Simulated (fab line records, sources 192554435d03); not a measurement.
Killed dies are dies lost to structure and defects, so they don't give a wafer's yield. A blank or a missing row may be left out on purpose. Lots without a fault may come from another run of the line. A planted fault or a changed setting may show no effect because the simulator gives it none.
Chamber matching | flow n5_finfet | N5_BEOL_M15_ETCH_61 on rie_diel-02: 4 sister chambers
The step etches BARC in N2/H2, target depth 89 nm, overetch 26.7 nm, time 67.9 s. 4 wafers are shown with their chamber, then 8 later ones without.

WAFERS WITH THEIR CHAMBER
wafer  | chamber | drypump_motor_current_A (A)
L080.3 | 1       | 6.6
L088.2 | 2       | 6.1
L088.6 | 0       | 6.3
L094.1 | 3       | 5.3

WAFERS WITHOUT THEIR CHAMBER
wafer  | drypump_motor_current_A (A)
L094.2 | 6.1
L094.3 | 6.6
L094.4 | 6.7
L094.5 | 6.1
L094.6 | 5.2
L097.3 | 5.3
L097.5 | 5.3
L097.6 | 6.1

WHICH CHAMBER EACH WENT THROUGH
wafer  | from the rows above | in truth
L094.2 | 2                   | 2
L094.3 | 1                   | 1
L094.4 | 1                   | 1
L094.5 | 2                   | 2
L094.6 | 3                   | 3
L097.3 | 3                   | 3
L097.5 | 3                   | 3
L097.6 | 2                   | 2
Placed correctly: 8 of 8. Can't be placed from these rows: 0. Placed wrongly: 0.
How it was worked out, from the rows above alone: a wafer's distance from a chamber is the root of the sum, over the readings, of the square of ((its reading less the chamber's mean) divided by the reading's scatter). The wafer belongs to the nearest chamber; if the next one is less than 2 further off, it can't be placed. A chamber's mean is the mean of its shown wafers. The scatter: with one shown wafer a chamber, the root of the mean of the squares of how far each hidden wafer lies from its nearest shown one.
